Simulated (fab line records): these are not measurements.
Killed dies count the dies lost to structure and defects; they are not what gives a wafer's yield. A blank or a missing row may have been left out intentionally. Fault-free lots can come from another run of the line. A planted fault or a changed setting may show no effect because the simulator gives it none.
fab line records	flow n5_finfet
record lots=13	wafers=36	last_day=17
route steps=1938 shown WELL_APT@28 PMOS_HMC_CHANNEL_EPI@57 PASSIVATION@1936
lots that met no fault: from a run of the same line without faults
start_h: the number of hours between the record's first day and the start of the first shown wafer of the lot	wait_h: hours elapsed since this lot's preceding step	" same as the row above	L1.1+2: several wafers, shown together as one row	- no value, or no start given	* or withheld: withheld	< > ~ a bound
route shown NAME@n: NAME is a module with steps in the file, n the number in the route of the first one	usual: mean and standard deviation over wafers with no fault	same: alike in all rows	chamber/n: place in a boat	sites: per-site readings	_std_site: standard deviation of those values	_edge_site: mean of outer sites minus mean of inner sites	radius_mm: how far each site lies from the wafer's centre	mask NAME#n: copy n	behind: the tool/chamber that last shaped the wafer	hold: cause of the lot's hold/its duration in hours/its outcome	device: the transistor (n, p or np) that didn't switch	end of line: the route-end tests of the same wafers	a step without rows: its recipe alone	killed: count of dies lost to structure and defects at first sort (not the wafer's yield)	map: dies across one wafer; x = killed, . = not, _ = none there
set.NAME: the setting as run; set.NAME@STEP: as run at that earlier step	model.NAME: the simulator's own value behind a step, which no gauge read
a sample of lots followed through the steps of the route, with each step as a table and each wafer as a row
services: the hour from which a tool's chamber was out of use, counted from the record's first day as start_h (under 0 if before that day), plus the number of hours and why
## steps
# step N5_WELL_APT_CD_MEAS_08
# recipe target_cd_nm=200	landing_energy_ev=500	detector=se_inlens
# usual cd_nm=199.8/1.8
lot.wafer	tool	chamber	start_h	wait_h	cd_nm
L826.2	cd_sem-03	0	25.83	-	201.1
L826.5	"	0	"	"	204.4
L826.6	"	0	"	"	199.9
L827.1	cd_sem-03	0	31.98	-	198.2
L827.6	"	0	"	"	198.7
L828.1	cd_sem-02	0	37.75	-	197.6
L828.6	"	0	"	"	198.9
L829.1	cd_sem-01	0	43.95	-	199.9
L829.3	"	0	"	"	196.1
L830.3	cd_sem-02	0	49.87	-	200.9
L830.4	"	0	"	"	198.1
L830.5	"	0	"	"	199.9
L831.1	cd_sem-03	0	55.68	-	194.3
L831.5	"	0	"	"	201.3
L831.6	"	0	"	"	198.5
L832.1	cd_sem-02	0	61.81	-	198.8
L832.5	"	0	"	"	198.6
L832.6	"	0	"	"	201.8
L833.2	cd_sem-03	0	67.79	-	201.6
L833.3	"	0	"	"	198.6
L833.4	"	0	"	"	199.3
L834.1	cd_sem-01	0	74.02	-	199.0
L834.2	"	0	"	"	198.0
L834.3	"	0	"	"	197.4
L836.1	cd_sem-02	0	85.78	-	202.3
L836.3	"	0	"	"	199.8
L836.5	"	0	"	"	201.5
L838.1	cd_sem-01	0	98.10	-	201.8
L838.2	"	0	"	"	197.4
L838.5	"	0	"	"	200.6
L839.1	cd_sem-03	0	103.72	-	199.2
L839.4	"	0	"	"	201.3
L839.6	"	0	"	"	197.8
L842.1	cd_sem-02	0	121.66	-	199.6
L842.4	"	0	"	"	201.9
L842.6	"	0	"	"	199.8
# step N5_WELL_APT_IMPLANT_32
# recipe species=BF2	energy_kev=50	dose_cm2=2e+13	tilt_deg=0	rotation_deg=0
# usual beam_energy_keV=50.001/0.016
lot.wafer	tool	chamber	start_h	wait_h	beam_energy_keV
L826.2	implanter-02	0	27.75	0.1	50.003
L826.5	"	0	"	"	50.001
L826.6	"	0	"	"	49.992
L827.1	implanter-01	0	33.78	0.1	49.966
L827.6	"	0	"	"	49.976
L828.1	implanter-02	0	39.74	0.1	49.990
L828.6	"	0	"	"	49.988
L829.1	implanter-01	0	45.94	0.1	50.010
L829.3	"	0	"	"	50.000
L830.3	implanter-01	0	52.03	0.1	49.996
L830.4	"	0	"	"	49.977
L830.5	"	0	"	"	50.010
L831.1	implanter-01	0	57.33	0.1	49.992
L831.5	"	0	"	"	49.985
L831.6	"	0	"	"	49.978
L832.1	implanter-02	0	63.76	0.1	49.981
L832.5	"	0	"	"	50.014
L832.6	"	0	"	"	49.997
L833.2	implanter-01	0	69.64	0.1	49.988
L833.3	"	0	"	"	49.995
L833.4	"	0	"	"	50.007
L834.1	implanter-02	0	75.55	0.1	50.026
L834.2	"	0	"	"	50.016
L834.3	"	0	"	"	50.008
L836.1	implanter-02	0	87.42	0.1	49.996
L836.3	"	0	"	"	49.999
L836.5	"	0	"	"	49.991
L838.1	implanter-02	0	99.73	0.1	50.024
L838.2	"	0	"	"	50.009
L838.5	"	0	"	"	50.026
L839.1	implanter-02	0	105.35	0.1	67.748
L839.4	"	0	"	"	67.743
L839.6	"	0	"	"	67.729
L842.1	implanter-02	0	123.14	0.1	67.740
L842.4	"	0	"	"	67.758
L842.6	"	0	"	"	67.776
# step N5_PMOS_HMC_CHANNEL_EPI_HM_DEP_34
# recipe material=SiO2	target_thk_a=360	temp_c=400	precursor=TEOS/O2	pressure_torr=6.5	rf_w=900	teos_flow_sccm=161.4	gas=O2	flow_sccm=2650	time_s=6.9
# usual heater_power_w=554/95	showerhead_plenum_p_Torr=8.325/0.024	throttle_valve_pct=18.1/0.71
lot.wafer	tool	chamber	start_h	wait_h	heater_power_w	showerhead_plenum_p_Torr	throttle_valve_pct
L826.2	pecvd-04	0	29.20	0.0	546	8.356	18.4
L826.5	"	2	"	"	557	8.318	17.7
L826.6	"	1	"	"	525	8.288	18.4
L827.1	pecvd-04	0	35.19	0.0	557	8.366	18.2
L827.6	"	1	"	"	534	8.315	18.9
L828.1	pecvd-01	1	41.14	0.0	780	8.338	19.5
L828.6	"	1	"	"	773	8.336	19.7
L829.1	pecvd-02	1	47.35	0.0	449	8.305	17.6
L829.3	"	0	"	"	547	8.317	16.8
L830.3	pecvd-01	0	53.39	0.0	445	8.365	17.4
L830.4	"	0	"	"	448	8.382	17.3
L830.5	"	1	"	"	754	8.326	19.1
L831.1	pecvd-04	0	58.92	0.0	539	8.353	18.5
L831.5	"	0	"	"	547	8.353	18.3
L831.6	"	1	"	"	469	8.283	18.7
L832.1	pecvd-02	2	65.33	0.0	573	8.325	18.1
L832.5	"	2	"	"	575	8.314	18.1
L832.6	"	1	"	"	537	8.327	17.6
L833.2	pecvd-01	2	71.00	0.0	380	8.368	18.4
L833.3	"	1	"	"	686	8.340	19.8
L833.4	"	1	"	"	704	8.339	19.4
L834.1	pecvd-02	1	76.95	0.0	577	8.325	17.5
L834.2	"	0	"	"	558	8.311	16.9
L834.3	"	2	"	"	541	8.330	18.3
L836.1	pecvd-04	0	88.86	0.0	536	8.333	18.3
L836.3	"	1	"	"	521	8.314	18.6
L836.5	"	0	"	"	546	8.338	18.3
L838.1	pecvd-01	1	101.16	0.0	728	8.313	19.2
L838.2	"	1	"	"	721	8.341	19.4
L838.5	"	1	"	"	740	8.326	19.3
L839.1	pecvd-01	0	106.74	0.0	468	8.349	17.4
L839.4	"	0	"	"	462	8.375	17.4
L839.6	"	1	"	"	691	8.365	19.2
L842.1	pecvd-02	2	124.75	0.0	640	8.335	18.4
L842.4	"	2	"	"	653	8.301	18.1
L842.6	"	1	"	"	551	8.345	17.8
# step N5_PMOS_HMC_CHANNEL_EPI_DESCUM_14
# recipe chemistry=O2	time_s=7.9	source_power_w=50	bias_power_w=20	pressure_mtorr=20	rf_frequency_hz=2.712e+07	temp_c=40	resist=CAR-ArF-block	o2_flow_sccm=225
# usual drypump_motor_current_A=5.6/0.37	oes_product_au=0.76/0.05	rf_vpp_V=243.1/1.3	showerhead_plenum_p_Torr=2.09/0.07	throttle_valve_pct=20.55/0.28
lot.wafer	tool	chamber	start_h	wait_h	drypump_motor_current_A	oes_product_au	rf_hours_counter_h	rf_vpp_V	showerhead_plenum_p_Torr	throttle_valve_pct
L826.2	rie_diel-01	0	29.57	0.0	6.4	0.76	127	242.9	2.11	20.27
L826.5	"	3	"	"	6.1	0.75	-	243.1	2.02	21.04
L826.6	"	2	"	"	6.1	0.80	-	245.5	2.20	20.06
L827.1	rie_diel-03	0	35.69	0.0	5.4	0.77	146	244.4	2.20	20.76
L827.6	"	1	"	"	5.1	0.69	-	241.6	2.07	20.74
L828.1	rie_diel-01	0	41.51	0.0	6.4	0.76	129	244.6	2.11	20.27
L828.6	"	2	"	"	6.1	0.78	-	244.1	2.20	20.10
L829.1	rie_diel-03	1	47.85	0.0	5.1	0.70	190	244.4	2.07	20.74
L829.3	"	2	"	"	5.9	0.72	215	241.7	2.07	21.02
L830.3	rie_diel-02	2	53.88	0.0	5.9	0.79	113	243.1	2.10	20.34
L830.4	"	3	"	"	5.3	0.86	46	243.9	2.15	20.31
L830.5	"	3	"	"	5.3	0.86	-	243.2	2.15	20.31
L831.1	rie_diel-02	3	59.42	0.2	5.4	0.86	48	243.5	2.15	20.31
L831.5	"	3	"	"	5.3	0.86	-	242.9	2.15	20.32
L831.6	"	2	"	"	5.9	0.78	-	243.8	2.10	20.34
L832.1	rie_diel-02	3	65.87	0.1	5.3	0.87	49	244.4	2.15	20.33
L832.5	"	0	"	"	5.6	0.68	-	244.8	2.16	20.42
L832.6	"	1	"	"	5.6	0.79	-	240.3	2.02	20.69
L833.2	rie_diel-01	0	71.50	0.0	6.4	0.76	137	243.8	2.11	20.30
L833.3	"	3	"	"	6.1	0.74	164	242.3	2.02	21.05
L833.4	"	2	"	"	6.1	0.78	121	244.4	2.19	20.11
L834.1	rie_diel-01	2	77.32	0.0	6.1	0.78	123	243.7	2.19	20.09
L834.2	"	3	"	"	6.0	0.74	166	241.6	2.02	21.03
L834.3	"	1	"	"	5.3	0.77	129	243.5	1.98	20.39
L836.1	rie_diel-03	3	89.23	0.0	5.2	0.78	126	242.4	2.01	20.49
L836.3	"	2	"	"	5.8	0.71	226	241.5	2.07	21.04
L836.5	"	2	"	"	5.9	0.71	-	241.9	2.07	21.04
L838.1	rie_diel-02	2	101.76	0.1	5.9	0.78	126	243.9	2.09	20.36
L838.2	"	3	"	"	5.4	0.85	59	244.0	2.14	20.34
L838.5	"	2	"	"	5.9	0.77	-	243.9	2.09	20.35
L839.1	rie_diel-02	2	107.24	0.0	5.9	0.78	127	243.1	2.09	20.36
L839.4	"	0	"	"	5.6	0.67	235	244.2	2.16	20.42
L839.6	"	3	"	"	5.3	0.84	-	242.0	2.14	20.32
L842.1	rie_diel-01	2	125.25	0.0	6.1	0.78	136	245.4	2.19	20.12
L842.4	"	0	"	"	6.4	0.75	153	244.2	2.10	20.30
L842.6	"	3	"	"	6.0	0.73	-	241.6	2.01	21.05
# step N5_PASSIVATION_PROBE_49
# usual killed_at_M0_to_M3=33/9.9	killed_at_M4_up=15/5.6	killed_at_contacts=13/5.7	killed_at_front_end=38/12	killed_at_other=4/3.1	killed_dies=103/17	killed_on_rim=13/4	killed_open=66/13	killed_short=32/7.8
# same gross_dies=1180	killed_at_back_side=0
lot.wafer	tool	chamber	start_h	wait_h	killed_at_M0_to_M3	killed_at_M4_up	killed_at_contacts	killed_at_front_end	killed_at_other	killed_dies	killed_on_rim	killed_open	killed_short
L829.1	prober-01	-	298.65	0.0	33	20	12	39	2	106	15	70	33
L829.3	prober-01	-	298.75	0.1	21	17	12	31	4	85	14	50	31
L826.2	prober-02	-	299.49	0.1	50	18	13	47	3	131	13	83	45
L826.5	prober-02	-	299.64	0.2	49	15	8	17	4	93	10	57	32
L826.6	prober-02	-	299.69	0.3	56	5	13	35	3	112	17	71	37
L827.1	prober-01	-	302.87	0.0	23	21	10	28	5	87	10	51	32
L827.6	prober-01	-	303.12	0.3	32	32	9	38	5	116	18	71	42
L828.1	prober-01	-	305.33	0.0	41	14	20	56	9	140	17	93	45
L828.6	prober-01	-	305.58	0.3	22	8	17	75	2	124	20	96	27
L830.3	prober-02	-	321.27	0.1	28	15	11	50	3	107	15	62	39
L830.4	prober-02	-	321.32	0.2	26	20	20	40	1	107	20	70	29
L830.5	prober-02	-	321.37	0.2	29	14	23	39	2	107	13	69	35
L831.1	prober-01	-	324.85	0.0	25	13	12	51	2	103	11	77	25
L831.5	prober-01	-	325.05	0.2	25	25	7	31	2	90	12	60	28
L831.6	prober-01	-	325.10	0.3	26	24	6	26	4	86	8	55	30
L832.1	prober-01	-	335.18	0.0	26	15	11	27	2	81	14	51	25
L832.5	prober-01	-	335.38	0.2	38	17	13	20	17	105	14	70	33
L832.6	prober-01	-	335.43	0.3	27	13	8	31	7	86	16	49	28
L833.2	prober-01	-	340.37	0.1	37	11	10	27	0	85	9	59	26
L833.3	prober-01	-	340.42	0.1	47	16	12	32	6	113	7	61	48
L833.4	prober-01	-	340.47	0.2	46	17	14	40	0	117	15	68	41
L838.1	prober-01	-	350.34	0.0	49	18	14	41	6	128	12	86	40
L838.2	prober-01	-	350.39	0.1	43	5	17	29	0	94	10	63	23
L838.5	prober-01	-	350.54	0.2	40	10	11	23	4	88	9	58	28
L834.1	prober-02	-	354.93	0.0	38	10	16	47	4	115	17	86	29
L834.2	prober-02	-	354.98	0.1	28	10	20	30	3	91	14	61	23
L834.3	prober-02	-	355.03	0.1	29	10	9	51	0	99	18	71	27
L836.1	prober-01	-	356.39	0.0	41	15	19	50	5	130	18	71	48
L836.3	prober-01	-	356.49	0.1	37	8	18	38	6	107	13	61	46
L836.5	prober-01	-	356.59	0.2	29	7	16	23	7	82	9	59	18
L839.1	prober-01	-	371.55	0.0	33	16	13	28	2	92	9	63	26
L839.4	prober-01	-	371.70	0.2	27	12	4	38	0	81	9	56	21
L839.6	prober-01	-	371.80	0.3	36	10	3	53	2	104	16	71	32
L842.1	prober-01	-	396.70	0.0	36	10	12	43	5	106	15	65	37
L842.4	prober-01	-	396.85	0.2	24	14	13	37	9	97	9	59	37
L842.6	prober-01	-	396.95	0.3	23	13	12	36	8	92	10	59	29
# killed by level:class
L829.1 STI_FIN_REVEAL:geometric_particle:open=12 MOL_CONTACT_COAG:geometric_particle:open=11 BEOL_M0:geometric_particle:open=8 BEOL_M2:geometric_particle:open=7 FIN_SAQP:geometric_particle:open=6 BEOL_M0:geometric_particle:short=5 FIN_SAQP:geometric_particle:short=4 GATE_CUT:geometric_particle:short=4
L829.3 MOL_CONTACT_COAG:geometric_particle:open=9 FIN_SAQP:geometric_particle:open=6 DUMMY_GATE:geometric_particle:open=6 FIN_SAQP:geometric_particle:short=5 STARTING-WAFER:geometric_particle:short=5 GATE_CUT:geometric_particle:short=3 MOL_CONTACT_COAG:geometric_particle:short=3 BEOL_M0_SAQP:geometric_particle:short=3
L826.2 BEOL_M2:geometric_particle:open=13 STI_FIN_REVEAL:geometric_particle:open=11 BEOL_M1:geometric_particle:open=10 MOL_CONTACT_COAG:geometric_particle:open=8 BEOL_M0_SAQP:geometric_particle:short=8 FIN_SAQP:geometric_particle:open=6 FIN_SAQP:geometric_particle:short=6 MOL_CONTACT_COAG:geometric_particle:short=5
L826.5 BEOL_M0_SAQP:geometric_particle:short=13 BEOL_M2:geometric_particle:open=12 BEOL_M0_SAQP:geometric_particle:open=7 MOL_CONTACT_COAG:geometric_particle:open=5 BEOL_M3:geometric_particle:open=5 BEOL_M4:geometric_particle:open=4 FIN_SAQP:geometric_particle:open=3 STI_FIN_REVEAL:geometric_particle:open=3
L826.6 BEOL_M0_SAQP:geometric_particle:open=19 BEOL_M0_SAQP:geometric_particle:short=12 MOL_CONTACT_COAG:geometric_particle:open=11 BEOL_M2:geometric_particle:open=10 STI_FIN_REVEAL:geometric_particle:open=6 BEOL_M1:geometric_particle:open=5 BEOL_M3:geometric_particle:open=5 FIN_SAQP:geometric_particle:short=4
L827.1 FIN_SAQP:geometric_particle:short=9 MOL_CONTACT_COAG:geometric_particle:open=7 BEOL_M0_SAQP:geometric_particle:short=6 BEOL_M1:geometric_particle:open=6 BEOL_M4:geometric_particle:short=6 BEOL_M4:geometric_particle:open=6 DUMMY_GATE:geometric_particle:open=5 BEOL_M0_SAQP:geometric_particle:open=5
L827.6 BEOL_M4:geometric_particle:open=14 FIN_SAQP:geometric_particle:short=10 FIN_SAQP:geometric_particle:open=9 BEOL_M1:geometric_particle:open=8 BEOL_M4:geometric_particle:short=8 BEOL_M0_SAQP:geometric_particle:open=7 BEOL_M0_SAQP:geometric_particle:short=7 MOL_CONTACT_COAG:geometric_particle:open=6
L828.1 MOL_CONTACT_COAG:geometric_particle:open=18 FIN_SAQP:geometric_particle:open=14 BEOL_M3:geometric_particle:open=13 STI_FIN_REVEAL:geometric_particle:open=11 FIN_SAQP:geometric_particle:short=10 BEOL_M1:geometric_particle:open=9 BEOL_M2:geometric_particle:open=6 BEOL_M0_SAQP:geometric_particle:short=6
L828.6 STI_FIN_REVEAL:geometric_particle:open=32 MOL_CONTACT_COAG:geometric_particle:open=15 FIN_SAQP:geometric_particle:open=11 BEOL_M0_SAQP:geometric_particle:open=10 BEOL_M3:geometric_particle:open=7 DUMMY_GATE:geometric_particle:short=5 GATE_CUT:geometric_particle:short=5 FIN_SAQP:geometric_particle:short=4
L830.3 FIN_SAQP:geometric_particle:short=11 STI_FIN_REVEAL:geometric_particle:open=10 MOL_CONTACT_COAG:geometric_particle:open=9 GATE_CUT:geometric_particle:short=6 BEOL_M5:geometric_particle:open=6 BEOL_M1:geometric_particle:open=6 HKMG_FIN:area_etch=6 BEOL_M0_SAQP:geometric_particle:open=5
L830.4 FIN_SAQP:geometric_particle:open=16 MOL_CONTACT_COAG:geometric_particle:open=15 BEOL_M0_SAQP:geometric_particle:short=7 BEOL_M0_SAQP:geometric_particle:open=7 BEOL_M4:geometric_particle:open=6 STARTING-WAFER:geometric_particle:open=4 FIN_SAQP:geometric_particle:short=4 STI_FIN_REVEAL:geometric_particle:open=4
L830.5 MOL_CONTACT_COAG:geometric_particle:open=18 FIN_SAQP:geometric_particle:open=9 BEOL_M2:geometric_particle:open=8 FIN_SAQP:geometric_particle:short=7 BEOL_M1:geometric_particle:open=7 GATE_CUT:geometric_particle:open=6 BEOL_M0_SAQP:geometric_particle:short=6 BEOL_M4:geometric_particle:open=5
L831.1 FIN_SAQP:geometric_particle:open=26 BEOL_M3:geometric_particle:open=10 MOL_CONTACT_COAG:geometric_particle:open=8 BEOL_M5:geometric_particle:open=7 FIN_SAQP:geometric_particle:short=6 BEOL_M2:geometric_particle:open=5 MOL_CONTACT_COAG:geometric_particle:short=4 GATE_CUT:geometric_particle:short=3
L831.5 BEOL_M4:geometric_particle:open=11 FIN_SAQP:geometric_particle:open=9 FIN_SAQP:geometric_particle:short=9 BEOL_M2:geometric_particle:open=6 MOL_CONTACT_COAG:geometric_particle:open=5 BEOL_M0_SAQP:geometric_particle:short=5 BEOL_M3:geometric_particle:open=5 STARTING-WAFER:geometric_particle:open=5
L831.6 BEOL_M4:geometric_particle:open=15 GATE_CUT:geometric_particle:open=5 BEOL_M0_SAQP:geometric_particle:short=5 FIN_SAQP:geometric_particle:short=4 GATE_CUT:geometric_particle:short=4 MOL_CONTACT_COAG:geometric_particle:open=4 BEOL_M0_SAQP:geometric_particle:open=4 BEOL_M0:geometric_particle:short=4
L832.1 BEOL_M0_SAQP:geometric_particle:open=7 STI_FIN_REVEAL:geometric_particle:open=7 MOL_CONTACT_COAG:geometric_particle:open=7 FIN_SAQP:geometric_particle:open=6 BEOL_M3:geometric_particle:open=6 GATE_CUT:geometric_particle:short=5 BEOL_M2:geometric_particle:open=4 BEOL_M6:geometric_particle:open=4
L832.5 BEOL_M3:geometric_particle:open=14 MOL_CONTACT_COAG:geometric_particle:open=11 BEOL_M4:geometric_particle:open=7 BEOL_M0_SAQP:geometric_particle:open=7 MIM_TOP_ETCH:geometric_particle:short=7 BEOL_M2:geometric_particle:open=7 BEOL_M0_SAQP:geometric_particle:short=6 STI_FIN_REVEAL:geometric_particle:open=5
L832.6 BEOL_M3:geometric_particle:open=7 HKMG_FIN:area_etch=7 MOL_CONTACT_COAG:geometric_particle:open=6 FIN_SAQP:geometric_particle:short=5 STI_FIN_REVEAL:geometric_particle:open=5 BEOL_M1:geometric_particle:open=5 BEOL_M4:geometric_particle:open=5 ILD0:geometric_particle:short=3
L833.2 MOL_CONTACT_COAG:geometric_particle:open=9 BEOL_M2:geometric_particle:open=8 BEOL_M0:geometric_particle:open=7 BEOL_M4:geometric_particle:open=7 STI_FIN_REVEAL:geometric_particle:open=6 FIN_SAQP:geometric_particle:short=5 BEOL_M0:geometric_particle:short=5 BEOL_M2:geometric_particle:short=4
L833.3 BEOL_M3:geometric_particle:open=10 FIN_SAQP:geometric_particle:short=9 MOL_CONTACT_COAG:geometric_particle:open=8 BEOL_M2:geometric_particle:open=8 BEOL_M0_SAQP:geometric_particle:short=7 BEOL_M2:geometric_particle:short=7 STI_FIN_REVEAL:geometric_particle:open=6 DUMMY_GATE:geometric_particle:open=5
L833.4 FIN_SAQP:geometric_particle:short=19 BEOL_M0_SAQP:geometric_particle:open=11 BEOL_M4:geometric_particle:open=10 BEOL_M0_SAQP:geometric_particle:short=9 FIN_SAQP:geometric_particle:open=8 MOL_CONTACT_COAG:geometric_particle:open=8 BEOL_M2:geometric_particle:open=6 BEOL_M3:geometric_particle:open=6
L838.1 MOL_CONTACT_COAG:geometric_particle:open=14 BEOL_M0_SAQP:geometric_particle:open=13 BEOL_M0_SAQP:geometric_particle:short=11 FIN_SAQP:geometric_particle:open=9 BEOL_M4:geometric_particle:open=9 FIN_SAQP:geometric_particle:short=8 STI_FIN_REVEAL:geometric_particle:open=7 BEOL_M2:geometric_particle:open=7
L838.2 MOL_CONTACT_COAG:geometric_particle:open=14 BEOL_M0_SAQP:geometric_particle:open=14 BEOL_M0_SAQP:geometric_particle:short=8 BEOL_M3:geometric_particle:open=8 HKMG_FIN:area_etch=8 DUMMY_GATE:geometric_particle:open=5 STI_FIN_REVEAL:geometric_particle:open=4 STARTING-WAFER:geometric_particle:open=4
L838.5 BEOL_M3:geometric_particle:open=13 BEOL_M0_SAQP:geometric_particle:short=9 BEOL_M2:geometric_particle:open=9 MOL_CONTACT_COAG:geometric_particle:open=8 FIN_SAQP:geometric_particle:open=5 STARTING-WAFER:geometric_particle:open=5 BEOL_M4:geometric_particle:short=4 STI_FIN_REVEAL:geometric_particle:open=3
L834.1 STI_FIN_REVEAL:geometric_particle:open=27 MOL_CONTACT_COAG:geometric_particle:open=14 BEOL_M0_SAQP:geometric_particle:short=14 BEOL_M0_SAQP:geometric_particle:open=13 FIN_SAQP:geometric_particle:open=5 STI_FIN_REVEAL:geometric_particle:short=5 BEOL_M1:geometric_particle:open=4 BEOL_M2:geometric_particle:open=4
L834.2 MOL_CONTACT_COAG:geometric_particle:open=15 BEOL_M2:geometric_particle:open=8 FIN_SAQP:geometric_particle:open=7 BEOL_M3:geometric_particle:open=7 STI_FIN_REVEAL:geometric_particle:open=5 MOL_CONTACT_COAG:geometric_particle:short=5 BEOL_M0_SAQP:geometric_particle:open=5 BEOL_M0_SAQP:geometric_particle:short=4
L834.3 STI_FIN_REVEAL:geometric_particle:open=19 FIN_SAQP:geometric_particle:open=8 MOL_CONTACT_COAG:geometric_particle:open=7 BEOL_M0_SAQP:geometric_particle:open=7 BEOL_M1:geometric_particle:open=6 BEOL_M2:geometric_particle:open=6 FIN_SAQP:geometric_particle:short=5 DUMMY_GATE:geometric_particle:open=5
L836.1 FIN_SAQP:geometric_particle:short=16 MOL_CONTACT_COAG:geometric_particle:open=15 BEOL_M0_SAQP:geometric_particle:short=10 FIN_SAQP:geometric_particle:open=9 BEOL_M2:geometric_particle:open=8 BEOL_M4:geometric_particle:open=7 BEOL_M0_SAQP:geometric_particle:open=5 BEOL_M0:geometric_particle:open=5
L836.3 MOL_CONTACT_COAG:geometric_particle:open=11 GATE_CUT:geometric_particle:short=9 FIN_SAQP:geometric_particle:open=8 BEOL_M0_SAQP:geometric_particle:short=8 FIN_SAQP:geometric_particle:short=7 MOL_CONTACT_COAG:geometric_particle:short=7 BEOL_M1:geometric_particle:open=7 BEOL_M0_SAQP:geometric_particle:open=6
L836.5 MOL_CONTACT_COAG:geometric_particle:open=14 BEOL_M0:geometric_particle:open=7 BEOL_M1:geometric_particle:open=7 BEOL_M2:geometric_particle:open=5 FIN_SAQP:geometric_particle:open=4 DUMMY_GATE:geometric_particle:open=4 GATE_CUT:geometric_particle:short=4 PASS1_CAP:geometric_particle:open=3
L839.1 MOL_CONTACT_COAG:geometric_particle:open=11 BEOL_M4:geometric_particle:open=10 STI_FIN_REVEAL:geometric_particle:open=8 BEOL_M1:geometric_particle:open=8 FIN_SAQP:geometric_particle:open=6 BEOL_M0_SAQP:geometric_particle:short=5 BEOL_M2:geometric_particle:open=5 BEOL_M3:geometric_particle:short=4
L839.4 FIN_SAQP:geometric_particle:open=10 BEOL_M1:geometric_particle:open=10 FIN_SAQP:geometric_particle:short=6 BEOL_M0_SAQP:geometric_particle:open=5 BEOL_M4:geometric_particle:open=5 BEOL_M0_SAQP:geometric_particle:short=4 BEOL_M3:geometric_particle:open=4 STI_FIN_REVEAL:geometric_particle:open=3
L839.6 STI_FIN_REVEAL:geometric_particle:open=18 FIN_SAQP:geometric_particle:open=10 BEOL_M1:geometric_particle:open=10 BEOL_M3:geometric_particle:open=7 GATE_CUT:geometric_particle:open=5 BEOL_M0_SAQP:geometric_particle:open=5 BEOL_M0_SAQP:geometric_particle:short=5 FIN_SAQP:geometric_particle:short=3
L842.1 STI_FIN_REVEAL:geometric_particle:open=11 MOL_CONTACT_COAG:geometric_particle:open=10 FIN_SAQP:geometric_particle:short=8 BEOL_M2:geometric_particle:open=8 BEOL_M3:geometric_particle:open=6 BEOL_M0_SAQP:geometric_particle:open=5 GATE_CUT:geometric_particle:short=5 BEOL_M1:geometric_particle:open=5
L842.4 MOL_CONTACT_COAG:geometric_particle:open=12 BEOL_M3:geometric_particle:open=8 FIN_SAQP:geometric_particle:short=6 BEOL_M0_SAQP:geometric_particle:short=6 FIN_SAQP:geometric_particle:open=5 STI_FIN_REVEAL:geometric_particle:open=4 DUMMY_GATE:geometric_particle:open=4 GATE_CUT:geometric_particle:short=4
L842.6 FIN_SAQP:geometric_particle:open=11 MOL_CONTACT_COAG:geometric_particle:open=9 STI_FIN_REVEAL:geometric_particle:open=5 BEOL_M0_SAQP:geometric_particle:short=5 BEOL_M4:geometric_particle:open=5 FIN_SAQP:geometric_particle:short=4 BEOL_M0_SAQP:geometric_particle:open=4 PAD_METAL:geometric_particle:open=4
## services
tool	chamber	start_h	hours	kind
pecvd-04	0	5.48	8.7	repair
pecvd-02	-	9.42	2.8	pm
implanter-01	-	10.03	2.9	repair
pecvd-04	1	11.62	5.0	scheduled_down
rie_diel-01	0	16.69	6.4	repair
pecvd-01	1	38.64	2.1	scheduled_down
pecvd-04	2	44.42	3.5	repair
pecvd-04	0	69.50	2.1	scheduled_down
pecvd-01	2	82.28	19.0	repair
pecvd-02	0	84.33	4.5	repair
implanter-01	-	99.06	3.8	pm
pecvd-01	0	99.44	2.1	scheduled_down
rie_diel-03	3	101.29	10.9	repair
pecvd-04	2	103.38	6.2	repair
rie_diel-01	-	109.57	5.3	repair
implanter-02	-	116.55	1.6	repair
## key
first_sign step=N5_WELL_APT_IMPLANT_32	reading=beam_energy_keV	direction=up	sigmas=99+	usual=50.001	struck=67.749
effect none on later readings
met_at N5_WELL_APT_IMPLANT_32
struck_lots L839,L842
tester_left_out L839,L842
not_acting_at N5_WELL_APT_CD_MEAS_08,N5_PMOS_HMC_CHANNEL_EPI_HM_DEP_34,N5_PMOS_HMC_CHANNEL_EPI_DESCUM_14
onset_between 99.73 105.35
fault kind=process_parameter_drift	tool=implanter-02	chamber=-	onset_h=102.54	steps=N5_WELL_APT_IMPLANT_32	channel=energy_kev	offset=17.759	shape=step	end_h=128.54	acts_in=these_recipes_only	stated=50
# tester_left_out: of these lots the tester's yield and bins aren't shown, on N5 and GAA mostly nor the transistor test; their killed dies are dies lost to structure and defects alone, not to doping, threshold or leakage, so they don't give the yield
